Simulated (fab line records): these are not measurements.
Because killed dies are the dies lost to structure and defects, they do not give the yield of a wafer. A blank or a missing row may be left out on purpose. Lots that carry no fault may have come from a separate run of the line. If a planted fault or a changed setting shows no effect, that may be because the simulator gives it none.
Split-lot experiment	flow n5-finfet	21 wafers read across 7 lots, on a route 1938 steps long

THE SPLIT ITSELF
At N5_BEOL_M5_ETCH_72 (etches underlayer in N2/H2, target depth 6.5 nm, time 5.2 s), the setting source-w was moved away from the recipe's 840 W on 8 of the 21 wafers read, by -13.0% to +14.4%. This setting was run at the recipe's value on the other wafers.

The reading is taken at the split's own step.

THE READING
rf-vpp-V, in V, at N5_BEOL_M5_ETCH_72 (etches underlayer in N2/H2, target depth 6.5 nm, time 5.2 s). Fault-free wafers of this fab line usually give 524.0 V, standard deviation 2.7 V.

wafer	tool, chamber at the split	source-w as run, W	against the recipe	rf-vpp-V, V	against lot-mates on the recipe
L075.3	rie-diel-04, 3	840	recipe	521.0	-
L075.5	rie-diel-04, 2	840	recipe	523.8	-
L075.6	rie-diel-04, 1	840	recipe	521.5	-
L080.1	rie-diel-03, 3	840	recipe	522.2	-
L080.2	rie-diel-03, 1	960.7	+14.4%	501.0	-21.2
L080.4	rie-diel-03, 0	960.7	+14.4%	498.6	-23.6
L081.1	rie-diel-04, 0	840	recipe	526.6	-
L081.4	rie-diel-04, 2	840	recipe	523.0	-
L081.6	rie-diel-04, 1	840	recipe	522.3	-
L087.1	rie-diel-03, 0	730.5	-13.0%	547.2	+24.3
L087.3	rie-diel-03, 3	840	recipe	522.9	-
L087.4	rie-diel-03, 1	730.5	-13.0%	550.3	+27.4
L089.2	rie-diel-01, 1	757.7	-9.8%	536.6	+10.3
L089.4	rie-diel-01, 0	757.7	-9.8%	540.7	+14.4
L089.5	rie-diel-01, 2	840	recipe	526.3	-
L090.1	rie-diel-03, 2	779.4	-7.2%	542.1	+20.3
L090.2	rie-diel-03, 3	840	recipe	522.7	-
L090.5	rie-diel-03, 3	840	recipe	520.9	-
L094.1	rie-diel-03, 2	912.3	+8.6%	511.6	-12.4
L094.5	rie-diel-03, 3	840	recipe	523.4	-
L094.6	rie-diel-03, 0	840	recipe	524.6	-

FIT RESULTS
A straight line over all 21 wafers: rf-vpp-V changes by -1.74 V for each +1% of source-w; r = -0.98; the points scatter about the line by 2.5 V.
The same after taking each lot's own level away (the mean of its wafers on the recipe; 21 wafers): -1.68 V for each +1%; r = -0.97; scatter 3 V.
According to that fit, moving source-w by its largest amount changes the reading by 24 V.
The span of the lots' own levels, 521.80 to 526.30 V, comes to 1.7 times the standard deviation stated above.
Hence the lot-to-lot level has little effect on the slope; both slopes agree.
Check: with one of the wafers moved furthest among these (+14.4%) left out of the fit, the line predicts -24.4 V for it against its lot-mates. Against them it came out at -21.2 V.
Tool readings at the split's step, against how far the setting was moved: rf-vpp-V r = -0.98.

FILE'S OWN FIT
rf-vpp-V changes by -1.73 V for each +1% of source-w, r = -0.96.
